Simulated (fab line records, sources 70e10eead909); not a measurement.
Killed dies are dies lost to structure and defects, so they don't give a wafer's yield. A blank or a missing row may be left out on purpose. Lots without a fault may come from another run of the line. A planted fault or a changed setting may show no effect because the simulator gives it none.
One fault seen from 2 desks | flow nand_harc | each desk has only its own numbers; what lay behind them comes last

THE METROLOGY DESK
What the gauges read, lot by lot, whatever tool the lot ran on: means of the sampled wafers that have a number. A lot is out of limits, marked OUT, if its mean lies more than 4 standard deviations from the usual mean; the brackets give that distance.
Columns: A = cd_nm at NHARC_THIN_TSV_CD_MEAS_37, usual 4999 nm
lot  | first seen here | A
L995 | day 24 12:02    | 4998
L996 | day 24 19:26    | 4998
L997 | day 25 07:44    | 4994
L100 | day 26 16:53    | 5003
L999 | day 26 18:16    | 4997
L104 | day 28 06:20    | 4998
L103 | day 28 07:50    | 4995
L105 | day 29 00:59    | 5001
L107 | day 29 13:19    | 4996
L115 | day 32 17:23    | 5002
L114 | day 32 20:59    | 4998
L116 | day 33 14:21    | 4997
L117 | day 34 04:01    | 4999
This desk's finding: nothing out of limits on any of the 13 lots.

THE TOOL OWNER'S DESK: pvd_sputter-02
The tool's own readings at NHARC_THIN_TSV_PVD_51 (deposits Cu, target thk 100 nm): means of the sampled wafers that have a number, for each lot that ran on this tool. A lot is out of limits, marked OUT, if its mean lies more than 4 standard deviations from the usual mean; the brackets give that distance.
Columns: A = throttle_valve_pct at NHARC_THIN_TSV_PVD_51, usual 29.7 %
lot  | first seen here | A
L997 | day 25 03:28    | 29.2
L999 | day 26 14:09    | 29.7
L104 | day 28 02:11    | 29.5
L103 | day 28 03:32    | 29.1
L105 | day 28 20:41    | 29.5
L116 | day 33 10:10    | 29.5
This desk's finding: nothing out of limits on any of the 6 lots.

PUT TOGETHER
The metrology desk saw nothing out of limits.
The tool owner's desk saw nothing out of limits.

WHAT THE SIMULATOR HAD PUT IN
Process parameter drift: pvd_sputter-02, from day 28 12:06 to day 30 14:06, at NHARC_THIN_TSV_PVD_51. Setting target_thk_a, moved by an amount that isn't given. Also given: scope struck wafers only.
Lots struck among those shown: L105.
